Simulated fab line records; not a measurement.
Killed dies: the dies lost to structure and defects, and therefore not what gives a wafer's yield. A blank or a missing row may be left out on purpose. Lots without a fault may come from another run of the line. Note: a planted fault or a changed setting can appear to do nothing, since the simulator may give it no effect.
Which tool is to blame? | flow nand_harc | 72 wafers from 24 lots sampled at 6 of the route's 1302 steps

## WHAT THE GAUGES SHOWED, per wafer
The record lacks any reading of a measuring or inspecting step that a usual standard deviation could be used to judge.

## WHAT TOOL EACH LOT RAN ON (gives the tool, then ch and the chambers of the sampled wafers, and finally the start)
lot  | NHARC_A_STAIRCASE_DEP_259       | NHARC_A_STAIRCASE_HM_OPEN_457                 | NHARC_A_STAIRCASE_ETCH_451                    | NHARC_A_STAIRCASE_ETCH_273                    | NHARC_A_STAIRCASE_DEP_301       | NHARC_A_STAIRCASE_ETCH_313
L074 | pecvd-04 ch 0,1, day 16 18:11   | rie_diel-01 ch 0,1,2, day 17 10:55 or earlier | rie_diel-01 ch 0,1,2, day 17 10:55 or earlier | rie_diel-01 ch 0,1,2, day 17 10:55 or earlier | pecvd-03 ch 0,2, day 17 10:55   | rie_diel-01 ch 0,3, day 17 12:01
L075 | pecvd-03 ch 1,2, day 16 19:17   | rie_diel-09 ch 2,3, day 17 11:16 or earlier   | rie_diel-09 ch 1,3, day 17 11:16 or earlier   | rie_diel-09 ch 1,2,3, day 17 11:16 or earlier | pecvd-04 ch 0,1, day 17 11:16   | rie_diel-09 ch 1,2,3, day 17 12:29
L076 | pecvd-04 ch 0,1, day 17 18:08   | rie_diel-09 ch 0,2, day 18 06:32 or earlier   | rie_diel-09 ch 0,1,3, day 18 06:32 or earlier | rie_diel-09 ch 0,2,3, day 18 06:32 or earlier | pecvd-03 ch 0,1, day 18 06:32   | rie_diel-09 ch 0,1, day 18 07:36
L078 | pecvd-04 ch 0,1, day 17 19:49   | rie_diel-01 ch 0,1, day 18 08:02 or earlier   | rie_diel-01 ch 2,3, day 18 08:02 or earlier   | rie_diel-01 ch 1,2,3, day 18 08:02 or earlier | pecvd-03 ch 0,1,2, day 18 08:02 | rie_diel-01 ch 1,2, day 18 09:07
L077 | pecvd-02 ch 0,1,2, day 17 23:58 | rie_diel-01 ch 1, day 18 01:33                | rie_diel-01 ch 1, day 18 02:43                | rie_diel-01 ch 1, day 18 02:54                | pecvd-03 ch 1,2, day 18 18:17   | rie_diel-01 ch 0,1, day 18 19:42
L079 | pecvd-04 ch 0,1, day 18 16:13   | rie_diel-01 ch 0,1, day 18 19:04              | rie_diel-01 ch 0,1, day 18 19:54              | rie_diel-01 ch 1, day 18 20:41                | pecvd-02 ch 0,2, day 19 09:36   | rie_diel-05 ch 0,1,2, day 19 10:40
L080 | pecvd-04 ch 0,1, day 18 23:52   | rie_diel-09 ch 0,1,2, day 19 18:09 or earlier | rie_diel-09 ch 0,2,3, day 19 18:09 or earlier | rie_diel-09 ch 1,2, day 19 18:09 or earlier   | pecvd-02 ch 0,2, day 19 18:09   | rie_diel-09 ch 0,2,3, day 19 19:14
L081 | pecvd-02 ch 0,2, day 19 02:41   | rie_diel-09 ch 0,1,3, day 19 21:11 or earlier | rie_diel-09 ch 0,1,3, day 19 21:11 or earlier | rie_diel-09 ch 0,1,3, day 19 21:11 or earlier | pecvd-03 ch 1,2, day 19 21:11   | rie_diel-05 ch 0,1,3, day 19 22:18
L083 | pecvd-02 ch 1,2, day 19 17:27   | rie_diel-01 ch 0,1, day 20 08:38 or earlier   | rie_diel-01 ch 1,2, day 20 08:38 or earlier   | rie_diel-01 ch 0,2, day 20 08:38 or earlier   | pecvd-03 ch 0,1,2, day 20 08:38 | rie_diel-09 ch 1,2, day 20 09:46
L082 | pecvd-03 ch 0,1,2, day 19 21:50 | rie_diel-01 ch 1,2, day 20 12:34 or earlier   | rie_diel-01 ch 0,2, day 20 12:34 or earlier   | rie_diel-01 ch 0,1,2, day 20 12:34 or earlier | pecvd-02 ch 0,1,2, day 20 12:34 | rie_diel-01 ch 0,2,3, day 20 13:39
L084 | pecvd-03 ch 0,1,2, day 20 15:53 | rie_diel-01 ch 0,1,3, day 21 07:03 or earlier | rie_diel-01 ch 0,2,3, day 21 07:03 or earlier | rie_diel-01 ch 2,3, day 21 07:03 or earlier   | pecvd-04 ch 0,1, day 21 07:03   | rie_diel-05 ch 0,2,3, day 21 08:01
L085 | pecvd-03 ch 1,2, day 20 21:40   | rie_diel-05 ch 0,1,3, day 21 14:28 or earlier | rie_diel-05 ch 1,3, day 21 14:28 or earlier   | rie_diel-05 ch 0,1,2, day 21 14:28 or earlier | pecvd-02 ch 0,1, day 21 14:28   | rie_diel-05 ch 0,1,2, day 21 15:25
L086 | pecvd-02 ch 0,1,2, day 21 12:38 | rie_diel-01 ch 0,1, day 21 23:39 or earlier   | rie_diel-01 ch 0,2,3, day 21 23:39 or earlier | rie_diel-01 ch 0,2,3, day 21 23:39 or earlier | pecvd-03 ch 1,2, day 21 23:39   | rie_diel-05 ch 0,2, day 22 00:43
L087 | pecvd-03 ch 0,1,2, day 21 22:17 | rie_diel-01 ch 0,2,3, day 22 10:54 or earlier | rie_diel-01 ch 0,1,2, day 22 10:54 or earlier | rie_diel-01 ch 0,1,2, day 22 10:54 or earlier | pecvd-02 ch 0,1,2, day 22 10:54 | rie_diel-05 ch 0,2,3, day 22 11:54
L089 | pecvd-04 ch 0,1,2, day 22 12:49 | rie_diel-09 ch 0,2, day 23 00:30 or earlier   | rie_diel-09 ch 1,2,3, day 23 00:30 or earlier | rie_diel-09 ch 0,1,2, day 23 00:30 or earlier | pecvd-04 ch 1,2, day 23 00:30   | rie_diel-01 ch 2,3, day 23 01:35
L091 | pecvd-04 ch 0,1,2, day 22 21:44 | rie_diel-05 ch 1,2,3, day 23 10:48 or earlier | rie_diel-05 ch 0,2,3, day 23 10:48 or earlier | rie_diel-05 ch 1,2, day 23 10:48 or earlier   | pecvd-03 ch 0,1, day 23 10:48   | rie_diel-01 ch 0,2,3, day 23 11:50
L088 | pecvd-04 ch 0,1,2, day 22 23:34 | rie_diel-05 ch 0,1,3, day 23 15:44 or earlier | rie_diel-05 ch 0,2,3, day 23 15:44 or earlier | rie_diel-05 ch 0,1,3, day 23 15:44 or earlier | pecvd-03 ch 0,1,2, day 23 15:44 | rie_diel-05 ch 0,1,3, day 23 16:47
L090 | pecvd-02 ch 0,1,2, day 23 06:10 | rie_diel-05 ch 0,2,3, day 23 17:42 or earlier | rie_diel-05 ch 0,1,2, day 23 17:42 or earlier | rie_diel-05 ch 1,2,3, day 23 17:42 or earlier | pecvd-04 ch 0,1, day 23 17:42   | rie_diel-09 ch 1,2,3, day 23 18:47
L092 | pecvd-04 ch 0,1,2, day 23 21:10 | rie_diel-01 ch 0,1, day 24 08:21 or earlier   | rie_diel-01 ch 2,3, day 24 08:21 or earlier   | rie_diel-01 ch 0,2,3, day 24 08:21 or earlier | pecvd-02 ch 0,1,2, day 24 08:21 | rie_diel-09 ch 0,2,3, day 24 09:28
L093 | pecvd-02 ch 0,2, day 24 06:15   | rie_diel-05 ch 1,2,3, day 24 18:37 or earlier | rie_diel-05 ch 0,2,3, day 24 18:37 or earlier | rie_diel-05 ch 1,2,3, day 24 18:37 or earlier | pecvd-03 ch 0,1, day 24 18:37   | rie_diel-05 ch 0,3, day 24 22:27
L095 | pecvd-03 ch 0,1,2, day 24 14:23 | rie_diel-01 ch 1,2,3, day 25 04:39 or earlier | rie_diel-01 ch 1,3, day 25 04:39 or earlier   | rie_diel-01 ch 0,2, day 25 04:39 or earlier   | pecvd-02 ch 0,1,2, day 25 04:39 | rie_diel-01 ch 0,1,2, day 25 08:52
L094 | pecvd-03 ch 0,1, day 24 16:08   | rie_diel-05 ch 0,2, day 25 05:05 or earlier   | rie_diel-05 ch 2,3, day 25 05:05 or earlier   | rie_diel-05 ch 0,1,3, day 25 05:05 or earlier | pecvd-04 ch 0,1, day 25 05:05   | rie_diel-09 ch 1,2,3, day 25 08:11
L096 | pecvd-04 ch 1,2, day 25 03:14   | rie_diel-01 ch 1,2,3, day 25 18:49 or earlier | rie_diel-01 ch 0,1, day 25 18:49 or earlier   | rie_diel-01 ch 0,2,3, day 25 18:49 or earlier | pecvd-03 ch 0,1, day 25 18:49   | rie_diel-09 ch 0,2,3, day 25 19:44
L097 | pecvd-02 ch 0,1,2, day 26 02:27 | rie_diel-05 ch 0,1,3, day 26 16:30 or earlier | rie_diel-05 ch 0,1,2, day 26 16:30 or earlier | rie_diel-05 ch 0,1,2, day 26 16:30 or earlier | pecvd-03 ch 0,1,2, day 26 16:30 | rie_diel-01 ch 0,1,3, day 26 18:07
- NHARC_A_STAIRCASE_DEP_259: deposits SiON, target thk 30 nm.
- NHARC_A_STAIRCASE_HM_OPEN_457: chemistry O2/COS.
- NHARC_A_STAIRCASE_ETCH_451: etches the open film in CF4/O2, target depth 30 nm, overetch 3 nm, time 16.5 s.
- NHARC_A_STAIRCASE_ETCH_273: etches the open film in C4F8/O2/Ar, target depth 10200 nm, time 2468.6 s.
- NHARC_A_STAIRCASE_DEP_301: deposits SiON, target thk 30 nm.
- NHARC_A_STAIRCASE_ETCH_313: etches the open film in CF4/CHF3.

## WHAT THE TOOLS THEMSELVES READ (means of the sampled wafers that have a number; where no wafer has one, the mark that the record gives instead)
NHARC_A_STAIRCASE_DEP_259. Usual: heater_power_w at 740 W, with a standard deviation of 67.
lot  | tool     | heater_power_w (W) | flag
L074 | pecvd-04 | 735                |
L075 | pecvd-03 | 825                |
L076 | pecvd-04 | 739                |
L078 | pecvd-04 | 740                |
L077 | pecvd-02 | 693                |
L079 | pecvd-04 | 682                |
L080 | pecvd-04 | 691                |
L081 | pecvd-02 | 731                |
L083 | pecvd-02 | 716                |
L082 | pecvd-03 | 745                |
L084 | pecvd-03 | 754                |
L085 | pecvd-03 | 753                |
L086 | pecvd-02 | 696                |
L087 | pecvd-03 | 817                |
L089 | pecvd-04 | 779                |
L091 | pecvd-04 | 766                |
L088 | pecvd-04 | 727                |
L090 | pecvd-02 | 698                |
L092 | pecvd-04 | 767                |
L093 | pecvd-02 | 693                |
L095 | pecvd-03 | 810                |
L094 | pecvd-03 | 821                |
L096 | pecvd-04 | 749                |
L097 | pecvd-02 | 683                |

NHARC_A_STAIRCASE_HM_OPEN_457. Usual: drypump_motor_current_A 5.7 A, standard deviation 0.44; o2_flow_sccm 399.9 sccm, standard deviation 1.2; oes_product_au 1.001 a.u., standard deviation 0.012; rf_vpp_V 467.2 V, standard deviation 2.8; showerhead_plenum_p_Torr 3.13 Torr, standard deviation 0.13; throttle_valve_pct 28.330 %, standard deviation 0.0084.
lot  | tool        | drypump_motor_current_A (A) | o2_flow_sccm (sccm) | oes_product_au (a.u.) | rf_vpp_V (V) | showerhead_plenum_p_Torr (Torr) | throttle_valve_pct (%) | flag
L074 | rie_diel-01 | 5.9                         | 400.0               | 0.998                 | 464.7        | 3.00                            | 28.334                 |
L075 | rie_diel-09 | 6.3                         | 400.1               | 1.013                 | 470.6        | 3.28                            | 28.330                 |
L076 | rie_diel-09 | 5.9                         | 399.2               | 1.001                 | 468.5        | 3.20                            | 28.331                 |
L078 | rie_diel-01 | 5.5                         | 398.7               | 0.990                 | 465.1        | 3.03                            | 28.325                 |
L077 | rie_diel-01 | 5.2                         | 400.1               | 0.987                 | 465.7        | 3.06                            | 28.336                 |
L079 | rie_diel-01 | 5.8                         | 401.2               | 1.004                 | 464.7        | 2.99                            | 28.324                 |
L080 | rie_diel-09 | 5.9                         | 398.6               | 1.001                 | 468.7        | 3.20                            | 28.337                 |
L081 | rie_diel-09 | 6.0                         | 399.1               | 0.992                 | 470.7        | 3.25                            | 28.330                 |
L083 | rie_diel-01 | 5.7                         | 400.2               | 1.002                 | 464.5        | 2.99                            | 28.334                 |
L082 | rie_diel-01 | 6.0                         | 400.4               | 0.984                 | 464.6        | 2.98                            | 28.325                 |
L084 | rie_diel-01 | 5.7                         | 400.4               | 1.001                 | 466.1        | 3.05                            | 28.333                 |
L085 | rie_diel-05 | 5.3                         | 400.6               | 1.006                 | 469.4        | 3.26                            | 28.328                 |
L086 | rie_diel-01 | 5.5                         | 401.1               | 0.997                 | 464.8        | 3.02                            | 28.327                 |
L087 | rie_diel-01 | 6.1                         | 399.9               | 1.007                 | 463.6        | 3.02                            | 28.331                 |
L089 | rie_diel-09 | 6.1                         | 400.5               | 1.017                 | 468.0        | 3.17                            | 28.326                 |
L091 | rie_diel-05 | 5.6                         | 400.5               | 1.011                 | 469.3        | 3.26                            | 28.331                 |
L088 | rie_diel-05 | 5.3                         | 399.9               | 1.008                 | 470.4        | 3.25                            | 28.333                 |
L090 | rie_diel-05 | 5.4                         | 399.4               | 1.007                 | 468.4        | 3.21                            | 28.332                 |
L092 | rie_diel-01 | 5.7                         | 400.4               | 1.000                 | 464.3        | 2.97                            | 28.330                 |
L093 | rie_diel-05 | 5.6                         | 399.8               | 1.002                 | 469.8        | 3.26                            | 28.332                 |
L095 | rie_diel-01 | 5.8                         | 400.5               | 0.989                 | 464.5        | 3.04                            | 28.324                 |
L094 | rie_diel-05 | 5.6                         | 400.1               | 1.014                 | 467.5        | 3.15                            | 28.335                 |
L096 | rie_diel-01 | 5.8                         | 399.7               | 0.993                 | 465.6        | 3.03                            | 28.334                 |
L097 | rie_diel-05 | 5.3                         | 400.0               | 0.990                 | 469.0        | 3.24                            | 28.337                 |

NHARC_A_STAIRCASE_ETCH_451. Usual: drypump_motor_current_A 5.7 A, standard deviation 0.47; o2_flow_sccm 20.00 sccm, standard deviation 0.059; oes_ar_750_au 1.000 a.u., standard deviation 0.0041; oes_product_au 1.001 a.u., standard deviation 0.011; rf_vpp_V 197.9 V, standard deviation 1.4; showerhead_plenum_p_Torr 1.34 Torr, standard deviation 0.057; throttle_valve_pct 13.397 %, standard deviation 0.0084.
lot  | tool        | drypump_motor_current_A (A) | o2_flow_sccm (sccm) | oes_ar_750_au (a.u.) | oes_product_au (a.u.) | rf_vpp_V (V) | showerhead_plenum_p_Torr (Torr) | throttle_valve_pct (%) | flag
L074 | rie_diel-01 | 5.9                         | 19.94               | 0.998                | 0.996                 | 197.2        | 1.28                            | 13.397                 |
L075 | rie_diel-09 | 6.1                         | 19.98               | 1.001                | 0.996                 | 199.8        | 1.40                            | 13.397                 |
L076 | rie_diel-09 | 6.0                         | 20.04               | 1.000                | 1.003                 | 198.7        | 1.40                            | 13.385                 |
L078 | rie_diel-01 | 6.0                         | 20.03               | 1.000                | 0.990                 | 197.6        | 1.32                            | 13.400                 |
L077 | rie_diel-01 | 5.2                         | 20.05               | 1.000                | 0.989                 | 197.5        | 1.31                            | 13.392                 |
L079 | rie_diel-01 | 5.5                         | 20.00               | 1.002                | 0.994                 | 197.5        | 1.30                            | 13.397                 |
L080 | rie_diel-09 | 6.1                         | 20.05               | 0.997                | 1.006                 | 198.4        | 1.38                            | 13.406                 |
L081 | rie_diel-09 | 6.0                         | 19.91               | 1.001                | 1.000                 | 198.9        | 1.39                            | 13.385                 |
L083 | rie_diel-01 | 6.0                         | 20.05               | 0.998                | 0.989                 | 196.7        | 1.28                            | 13.395                 |
L082 | rie_diel-01 | 6.1                         | 19.96               | 1.000                | 1.002                 | 195.6        | 1.26                            | 13.404                 |
L084 | rie_diel-01 | 6.1                         | 20.02               | 0.999                | 0.996                 | 196.4        | 1.29                            | 13.393                 |
L085 | rie_diel-05 | 5.4                         | 20.02               | 1.001                | 1.006                 | 199.8        | 1.42                            | 13.393                 |
L086 | rie_diel-01 | 6.0                         | 19.98               | 1.001                | 0.993                 | 197.4        | 1.29                            | 13.403                 |
L087 | rie_diel-01 | 5.8                         | 20.00               | 0.999                | 0.996                 | 196.7        | 1.27                            | 13.401                 |
L089 | rie_diel-09 | 6.1                         | 19.98               | 1.000                | 1.002                 | 198.8        | 1.38                            | 13.393                 |
L091 | rie_diel-05 | 5.4                         | 19.96               | 0.999                | 1.005                 | 199.0        | 1.37                            | 13.395                 |
L088 | rie_diel-05 | 5.4                         | 20.06               | 0.997                | 1.008                 | 198.1        | 1.37                            | 13.397                 |
L090 | rie_diel-05 | 5.5                         | 20.04               | 1.001                | 1.006                 | 198.3        | 1.37                            | 13.403                 |
L092 | rie_diel-01 | 6.2                         | 20.01               | 1.002                | 0.995                 | 196.7        | 1.28                            | 13.395                 |
L093 | rie_diel-05 | 5.4                         | 20.03               | 1.002                | 1.010                 | 199.1        | 1.37                            | 13.400                 |
L095 | rie_diel-01 | 5.6                         | 19.99               | 0.996                | 1.002                 | 197.8        | 1.33                            | 13.400                 |
L094 | rie_diel-05 | 5.4                         | 19.97               | 0.999                | 1.004                 | 198.7        | 1.40                            | 13.388                 |
L096 | rie_diel-01 | 5.5                         | 20.02               | 1.000                | 0.992                 | 197.3        | 1.28                            | 13.391                 |
L097 | rie_diel-05 | 5.6                         | 19.98               | 1.002                | 0.996                 | 199.2        | 1.36                            | 13.403                 |

NHARC_A_STAIRCASE_ETCH_273. Usual: oes_product_au 0.937 a.u., standard deviation 0.013; rf_vpp_V 1827 V, standard deviation 10.
lot  | tool        | oes_product_au (a.u.) | rf_vpp_V (V) | flag
L074 | rie_diel-01 | 0.936                 | 1817         |
L075 | rie_diel-09 | 0.930                 | 1837         |
L076 | rie_diel-09 | 0.932                 | 1836         |
L078 | rie_diel-01 | 0.936                 | 1821         |
L077 | rie_diel-01 | 0.921                 | 1822         |
L079 | rie_diel-01 | 0.921                 | 1822         |
L080 | rie_diel-09 | 0.942                 | 1833         |
L081 | rie_diel-09 | 0.929                 | 1837         |
L083 | rie_diel-01 | 0.934                 | 1812         |
L082 | rie_diel-01 | 0.920                 | 1815         |
L084 | rie_diel-01 | 0.949                 | 1824         |
L085 | rie_diel-05 | 0.940                 | 1833         |
L086 | rie_diel-01 | 0.933                 | 1819         |
L087 | rie_diel-01 | 0.933                 | 1815         |
L089 | rie_diel-09 | 0.945                 | 1832         |
L091 | rie_diel-05 | 0.944                 | 1838         |
L088 | rie_diel-05 | 0.935                 | 1837         |
L090 | rie_diel-05 | 0.952                 | 1838         |
L092 | rie_diel-01 | 0.931                 | 1818         |
L093 | rie_diel-05 | 0.938                 | 1837         |
L095 | rie_diel-01 | 0.938                 | 1811         |
L094 | rie_diel-05 | 0.950                 | 1837         |
L096 | rie_diel-01 | 0.945                 | 1818         |
L097 | rie_diel-05 | 0.944                 | 1833         |

NHARC_A_STAIRCASE_DEP_301. Usual: heater_power_w at 755 W, with a standard deviation of 72.
lot  | tool     | heater_power_w (W) | flag
L074 | pecvd-03 | 762                |
L075 | pecvd-04 | 766                |
L076 | pecvd-03 | 780                |
L078 | pecvd-03 | 762                |
L077 | pecvd-03 | 809                |
L079 | pecvd-02 | 749                |
L080 | pecvd-02 | 764                |
L081 | pecvd-03 | 788                |
L083 | pecvd-03 | 787                |
L082 | pecvd-02 | 691                |
L084 | pecvd-04 | 732                |
L085 | pecvd-02 | 692                |
L086 | pecvd-03 | 782                |
L087 | pecvd-02 | 699                |
L089 | pecvd-04 | 746                |
L091 | pecvd-03 | 840                |
L088 | pecvd-03 | 784                |
L090 | pecvd-04 | 721                |
L092 | pecvd-02 | 673                |
L093 | pecvd-03 | 843                |
L095 | pecvd-02 | 677                |
L094 | pecvd-04 | 729                |
L096 | pecvd-03 | 838                |
L097 | pecvd-03 | 786                |

NHARC_A_STAIRCASE_ETCH_313. Usual: drypump_motor_current_A 5.8 A, standard deviation 0.44; oes_product_au 0.932 a.u., standard deviation 0.019; rf_vpp_V 371.0 V, standard deviation 2.3; showerhead_plenum_p_Torr 1.59 Torr, standard deviation 0.061; throttle_valve_pct 16.802 %, standard deviation 0.0092.
lot  | tool        | drypump_motor_current_A (A) | oes_product_au (a.u.) | rf_vpp_V (V) | showerhead_plenum_p_Torr (Torr) | throttle_valve_pct (%) | flag
L074 | rie_diel-01 | 5.9                         | 0.962                 | 369.4        | 1.52                            | 16.803                 |
L075 | rie_diel-09 | 6.1                         | 0.924                 | 373.4        | 1.63                            | 16.800                 |
L076 | rie_diel-09 | 5.8                         | 0.920                 | 372.4        | 1.62                            | 16.803                 |
L078 | rie_diel-01 | 5.6                         | 0.916                 | 368.8        | 1.52                            | 16.798                 |
L077 | rie_diel-01 | 5.5                         | 0.928                 | 368.8        | 1.52                            | 16.806                 |
L079 | rie_diel-05 | 5.6                         | 0.930                 | 372.2        | 1.62                            | 16.800                 |
L080 | rie_diel-09 | 6.1                         | 0.936                 | 372.8        | 1.63                            | 16.796                 |
L081 | rie_diel-05 | 5.3                         | 0.923                 | 373.1        | 1.65                            | 16.794                 |
L083 | rie_diel-09 | 6.1                         | 0.936                 | 371.6        | 1.60                            | 16.790                 |
L082 | rie_diel-01 | 6.1                         | 0.925                 | 368.8        | 1.52                            | 16.800                 |
L084 | rie_diel-05 | 5.4                         | 0.982                 | 372.6        | 1.62                            | 16.813                 |
L085 | rie_diel-05 | 5.6                         | 0.933                 | 372.2        | 1.62                            | 16.795                 |
L086 | rie_diel-05 | 5.3                         | 0.982                 | 371.0        | 1.59                            | 16.812                 |
L087 | rie_diel-05 | 5.4                         | 0.927                 | 372.8        | 1.62                            | 16.804                 |
L089 | rie_diel-01 | 6.2                         | 0.911                 | 368.3        | 1.51                            | 16.808                 |
L091 | rie_diel-01 | 6.0                         | 0.921                 | 368.7        | 1.51                            | 16.806                 |
L088 | rie_diel-05 | 5.3                         | 0.929                 | 372.3        | 1.64                            | 16.804                 |
L090 | rie_diel-09 | 6.2                         | 0.925                 | 372.3        | 1.62                            | 16.797                 |
L092 | rie_diel-09 | 6.1                         | 0.937                 | 372.5        | 1.62                            | 16.799                 |
L093 | rie_diel-05 | 5.0                         | 0.934                 | 372.3        | 1.61                            | 16.803                 |
L095 | rie_diel-01 | 5.8                         | 0.918                 | 367.1        | 1.50                            | 16.807                 |
L094 | rie_diel-09 | 6.2                         | 0.930                 | 372.8        | 1.62                            | 16.805                 |
L096 | rie_diel-09 | 6.1                         | 0.927                 | 371.8        | 1.62                            | 16.800                 |
L097 | rie_diel-01 | 5.7                         | 0.925                 | 368.6        | 1.53                            | 16.797                 |

## THE ANSWER, worked out from the rows above alone
Rule: take the mean of a lot's wafers that have a number; if it is more than 3 standard deviations from the usual mean, the lot is off. A lot without any number at a reading at which 4 lots or more have one is off too. All remaining lots with rows at the step are treated as sound. Order of review: gauges by route order, followed by the tools' own readings, for which a lot's mean as printed above is used. The first step at which some lot is off is used, and at that step the reading that is off furthest; a lot without a number counts as furthest.
Nothing can be told from this: no lot is off at any reading shown.

## WHAT THE SIMULATOR HAD PUT IN
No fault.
